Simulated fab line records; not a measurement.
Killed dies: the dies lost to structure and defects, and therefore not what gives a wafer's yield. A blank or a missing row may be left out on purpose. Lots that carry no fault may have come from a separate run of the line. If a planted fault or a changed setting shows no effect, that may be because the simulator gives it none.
Split-lot trial + flow n5 finfet + 7 lots, 21 wafers read, on a route of 1938 steps

== THE SPLIT ==
At N5_PMOS_HMC_CHANNEL_EPI_PEB_07 (peb time 60 s), the setting peb time s was moved away from the recipe's 60 s on 6 of the 21 wafers read, by -15.8% to +13.1%. The other wafers ran this setting at the recipe's value.

== FROM SPLIT TO READING: 1 step shown by the file between the two ==
- N5_PMOS_HMC_CHANNEL_EPI_DEVELOP_08: develop time 30 s

== THE READING ==
cd nm at N5_PMOS_HMC_CHANNEL_EPI_CD_MEAS_09, given in nm (cd target 237.4 nm). A value of 236.8 nm with a standard deviation of 0.87 nm is what fault-free wafers of this fab line usually give.

| wafer  | tool, chamber at the split | peb time s as run, s | against the recipe | cd nm, nm | against lot-mates on the recipe |
|--------|----------------------------|----------------------|--------------------|-----------|---------------------------------|
| L081.2 | litho track-04, 0          | 60                   | recipe             | 236.4     | -                               |
| L081.4 | litho track-04, 0          | 60                   | recipe             | 236.1     | -                               |
| L081.5 | litho track-04, 0          | 60                   | recipe             | 235.9     | -                               |
| L082.2 | litho track-04, 0          | 60                   | recipe             | 236.9     | -                               |
| L082.3 | litho track-04, 0          | 60                   | recipe             | 237.2     | -                               |
| L082.5 | litho track-04, 0          | 60                   | recipe             | 236.7     | -                               |
| L083.2 | litho track-04, 0          | 60                   | recipe             | 239.2     | -                               |
| L083.3 | litho track-04, 0          | 60                   | recipe             | 238.1     | -                               |
| L083.6 | litho track-04, 0          | 60                   | recipe             | 238.1     | -                               |
| L086.1 | litho track-01, 0          | 63.77                | +6.3%              | 239.4     | +3.2                            |
| L086.3 | litho track-01, 0          | 63.77                | +6.3%              | 239.0     | +2.8                            |
| L086.5 | litho track-01, 0          | 60                   | recipe             | 236.2     | -                               |
| L087.1 | litho track-01, 0          | 51.94                | -13.4%             | 229.4     | -6.8                            |
| L087.4 | litho track-01, 0          | 51.94                | -13.4%             | 230.8     | -5.4                            |
| L087.5 | litho track-01, 0          | 60                   | recipe             | 236.2     | -                               |
| L092.1 | litho track-02, 0          | 60                   | recipe             | 237.6     | -                               |
| L092.2 | litho track-02, 0          | 50.5                 | -15.8%             | 229.4     | -7.7                            |
| L092.5 | litho track-02, 0          | 60                   | recipe             | 236.7     | -                               |
| L096.1 | litho track-02, 0          | 67.88                | +13.1%             | 242.3     | +5.2                            |
| L096.2 | litho track-02, 0          | 60                   | recipe             | 236.5     | -                               |
| L096.3 | litho track-02, 0          | 60                   | recipe             | 237.6     | -                               |

THE FIT
A straight line over all 21 wafers: cd nm changes by +0.464 nm for each +1% of peb time s; r = +0.96; the points scatter about the line by 0.9 nm.
The same after taking each lot's own level away (the mean of its wafers on the recipe; 21 wafers): +0.455 nm for each +1%; r = +0.99; scatter 0.46 nm.
That fit puts the effect of the largest move of peb time s on the reading at 7.2 nm.
The span of the lots' own levels, 236.13 to 238.47 nm, comes to 2.7 times the standard deviation stated above.
The two slopes are in agreement: the lot-to-lot level therefore moves the slope only a little.
Check: for one of the wafers moved furthest among these (-15.8%), held out of the fit, the line's prediction against its lot-mates is -7.02 nm. Against them it came out at -7.75 nm.

== THE OTHER SPLITS THESE WAFERS WENT THROUGH ==
Before the reading, these wafers also passed through other splits. Each is held against what the fit with the lots' levels taken away leaves over:
| other split on the same wafers           | wafers away from the commonest value | r with cd nm (lot level and that fit taken away) |
|------------------------------------------|--------------------------------------|--------------------------------------------------|
| N5_ZERO_LAYER_ETCH_18 icp w              | 9                                    | +0.16                                            |
| N5_PMOS_HMC_CHANNEL_EPI_COAT_31 spin rpm | 7                                    | -0.17                                            |

== THE WHOLE CHAIN: every reading that the file lists as answering this split, in the file's order ==
| step                                  | what it does                                                           | reading                                                                     | change (the file's fit)               | r (the file's) |
|---------------------------------------|------------------------------------------------------------------------|-----------------------------------------------------------------------------|---------------------------------------|----------------|
| N5_PMOS_HMC_CHANNEL_EPI_CD_MEAS_09    | target cd 237.4 nm                                                     | cd nm                                                                       | +0.457 nm for each +1% of the setting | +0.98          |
| N5_PMOS_HMC_CHANNEL_EPI_DESCUM_14     | chemistry O2, time 7.9 s                                               | PMOS_HMC_CHANNEL_EPI.cd nm (the simulator's own value, which no gauge read) | +0.449 nm for each +1% of the setting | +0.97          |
| N5_PMOS_HMC_CHANNEL_EPI_ETCH_32       | etches BARC in N2/H2, stops on SiO2, target depth 85.8 nm, time 50.3 s | PMOS_HMC_CHANNEL_EPI.cd nm (the simulator's own value, which no gauge read) | +0.428 nm for each +1% of the setting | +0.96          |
| N5_PMOS_HMC_CHANNEL_EPI_FIN_RECESS_16 | chemistry HBr/Cl2, target Si, target depth 54 nm, time 18 s            | PMOS_HMC_CHANNEL_EPI.cd nm (the simulator's own value, which no gauge read) | +0.425 nm for each +1% of the setting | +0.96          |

== THE FILE'S OWN FIT ==
cd nm changes by +0.457 nm for each +1% of peb time s, r = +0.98.
